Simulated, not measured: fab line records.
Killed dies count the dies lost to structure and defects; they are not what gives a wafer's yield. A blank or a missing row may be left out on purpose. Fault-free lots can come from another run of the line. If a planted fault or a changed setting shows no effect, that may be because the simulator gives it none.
Chamber matching + flow n5Finfet + 4 sister chambers for N5_BEOL_M6_ETCH_72 on rieDiel-01
The step etches underlayer in N2/H2, target depth 6.5 nm, time 5.2 s. 4 wafers are shown with their chamber, then 10 later ones without.

== WAFERS WITH THEIR CHAMBER ==
| wafer  | chamber | drypumpMotorCurrentA (A) |
|--------|---------|--------------------------|
| L085.2 | 2       | 5.3                      |
| L085.4 | 1       | 5.8                      |
| L086.2 | 0       | 6.3                      |
| L086.3 | 3       | 5.9                      |

== WAFERS WITHOUT THEIR CHAMBER ==
| wafer  | drypumpMotorCurrentA (A) |
|--------|--------------------------|
| L086.6 | 6.0                      |
| L091.2 | 5.3                      |
| L091.5 | 6.0                      |
| L091.6 | 5.3                      |
| L092.1 | 5.7                      |
| L092.2 | 5.9                      |
| L092.4 | 6.3                      |
| L096.4 | 5.3                      |
| L096.5 | 5.3                      |
| L096.6 | 6.0                      |

== WHICH CHAMBER EACH ONE RAN IN ==
| wafer  | from the rows above     | in truth |
|--------|-------------------------|----------|
| L086.6 | can't be placed: 3 or 1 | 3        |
| L091.2 | 2                       | 2        |
| L091.5 | can't be placed: 3 or 1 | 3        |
| L091.6 | 2                       | 2        |
| L092.1 | can't be placed: 1 or 3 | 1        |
| L092.2 | can't be placed: 3 or 1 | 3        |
| L092.4 | 0                       | 0        |
| L096.4 | 2                       | 2        |
| L096.5 | 2                       | 2        |
| L096.6 | can't be placed: 3 or 1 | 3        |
Placed correctly: 5 of 10. These rows do not allow placing 5 (true chamber among the candidates in 5). Placed wrongly: 0.
How it was worked out, from the rows above alone: a wafer's distance from a chamber is the root of the sum, over the readings, of the square of ((its reading less the chamber's mean) divided by the reading's scatter). The wafer belongs to the nearest chamber; if the next one is less than 2 further off, it can't be placed. For every chamber, the mean is computed from those of its wafers that are shown. The scatter: with one shown wafer a chamber, the root of the mean of the squares of how far each hidden wafer lies from its nearest shown one.
